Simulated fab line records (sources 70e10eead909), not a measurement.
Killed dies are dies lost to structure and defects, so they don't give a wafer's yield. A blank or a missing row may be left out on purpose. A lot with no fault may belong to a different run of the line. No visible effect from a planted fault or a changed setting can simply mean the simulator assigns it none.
Comparing a struck lot with a sound one || flow nand-harc || 15 out of 1302 route steps
Sound: these wafers, L129.1, L129.3, L129.5. Struck: wafers L143.3, L143.5, L143.6. The cause is given at the end.
Order at every step that has rows: each side's tool, ch and its chambers, its first start. Under that, the readings that differ: sound wafers || struck wafers || difference of the means || sigmas: that difference in standard deviations of wafers without a fault.
alike: readings whose means differ by less than 2 such deviations, and words and numbers that are the same on both sides. not compared: withheld readings, readings that some wafer has no value for, bounds like >300 that may hide the same value, and numbers for which the record gives no deviation and whose values overlap.
A row with sigmas, a row that says differs or no value, or rows on one side alone: a step with any of these is where the two part. Non-overlapping numbers with no deviation appear without sigmas and do not part them. A reading missing from all wafers of one side parts the sides only when that side holds two or more wafers.

first, 2 steps without rows for these wafers: NHARC_A_CONTACT_PEB_67 (peb time 65 s); NHARC_A_CONTACT_DEVELOP_68 (develop time 35 s).
NHARC_A_CONTACT_CD_MEAS_69: the cd target is 300 nm.
  sound on cd-sem-03 ch 0, day 23 16:52; struck on cd-sem-02 ch 0, day 29 12:37
  alike: cd-nm
NHARC_A_CONTACT_OVL_MEAS_70:
  sound on overlay-02, day 23 16:56; struck on overlay-02, day 29 12:41
  alike: overlay-x-nm, overlay-y-nm
NHARC_A_CONTACT_INSPECT_71:
  sound on defect-inspect-01, day 23 16:59; struck on defect-inspect-01, day 29 12:44
  alike: raw-defect-count
NHARC_A_CONTACT_DESCUM_74: chemistry O2, time 3 s.
  sound on rie-diel-08 ch 0,2, day 23 17:02; struck on rie-diel-12 ch 2,3, day 29 12:48
{"reading": "showerhead-plenum-p-Torr (Torr)", "sound": "1.93 1.80 1.80", "struck": "2.00 2.00 2.02", "difference": "+0.16", "sigmas": "+2"}
  alike: drypump-motor-current-A, oes-product-au, rf-vpp-V, throttle-valve-pct
  not compared: rf-hours-counter-h
NHARC_A_CONTACT_ETCH_75: etches the open film in CF4, target depth 39 nm, time 65 s.
  sound on rie-diel-08 ch 0,2,3, day 23 17:09; struck on rie-diel-12 ch 2,3, day 29 13:08
  alike: bias-w, cf4-flow-sccm, drypump-motor-current-A, oes-product-au, rf-vpp-V, showerhead-plenum-p-Torr, throttle-valve-pct
  not compared: rf-hours-counter-h
then, 1 step without rows for these wafers: NHARC_A_CONTACT_ETCH_76 (etches the open film in N2/H2, target depth 260 nm, time 475.3 s).
NHARC_A_CONTACT_ETCH_77: etches the open film in CF4/CHF3, target depth 108.9 nm, time 54.5 s.
  sound: rie-diel-03 ch 0,1,2; struck: rie-diel-12 ch 1,2
  alike: bias-w, cf4-flow-sccm, chf3-flow-sccm, drypump-motor-current-A, oes-product-au, rf-vpp-V, showerhead-plenum-p-Torr, throttle-valve-pct
  not compared: rf-hours-counter-h
then, 1 step without rows for these wafers: NHARC_A_CONTACT_ETCH_78 (etches the open film in O2/COS, target depth 5300 nm, time 1378 s).
NHARC_A_CONTACT_ETCH_124: etches the open film in C4F8/O2/Ar, time 140 s, target depth 700 nm.
  sound on har-cap-etch-03 ch 0,1, day 23 18:44; struck on har-cap-etch-01 ch 0,1, day 29 15:05
  alike: chamber-pressure-mTorr, oes-air-line-au
  not compared: rf-hours-counter-h
NHARC_A_CONTACT_ETCH_125: etches the open film in C4F8/O2/Ar, time 197 s, target depth 1918 nm.
  sound on har-cap-etch-03 ch 0,1, day 23 18:56; struck on har-cap-etch-01 ch 0,1, day 29 15:17
  alike: chamber-pressure-mTorr, oes-air-line-au
  not compared: rf-hours-counter-h
NHARC_A_CONTACT_ETCH_126: etches the open film in C4F8/O2/Ar, time 197 s, target depth 1918 nm.
  sound on har-cap-etch-03 ch 0,1, day 23 19:07; struck on har-cap-etch-01 ch 0,1, day 29 15:28
  no value came back on the struck wafers for chamber-pressure-mTorr (mTorr), oes-air-line-au (a.u.); on the sound wafers chamber-pressure-mTorr (mTorr) reads 19.981 20.004 19.987
  not compared: rf-hours-counter-h
then, 1 step without rows for these wafers: NHARC_A_CONTACT_ETCH_127 (etches the open film in C4F8/O2/Ar, time 197 s, target depth 1918 nm).
-- record jumps: 2 days between struck wafers' starts before vs after; left off in module A_CONTACT, resumes in module END, first step shown is number 1302 of the route --
NHARC_END_SORT_01:
  sound on prober-01 ch 0, day 26 02:40; struck on prober-01 ch 0, day 32 01:18
{"reading": "hold", "sound": "- - -", "struck": "await-dispo/2.7h/scrap await-dispo/2.7h/scrap await-dispo/2.7h/scrap", "difference": "no value on the sound wafers", "sigmas": ""}
{"reading": "killed-at-array", "sound": "44 28 56", "struck": "673 674 676", "difference": "+632", "sigmas": "+35"}
{"reading": "killed-at-other", "sound": "3 1 4", "struck": "0 1 0", "difference": -2, "sigmas": -2}
{"reading": "killed-dies", "sound": "49 33 61", "struck": "677 677 677", "difference": "+629", "sigmas": "+33"}
  alike: killed-at-periphery, killed-open, killed-short

WHERE THEY PART
Earliest at NHARC_A_CONTACT_DESCUM_74; latest, in this record, at NHARC_END_SORT_01.

WHY: whatever the simulator had introduced
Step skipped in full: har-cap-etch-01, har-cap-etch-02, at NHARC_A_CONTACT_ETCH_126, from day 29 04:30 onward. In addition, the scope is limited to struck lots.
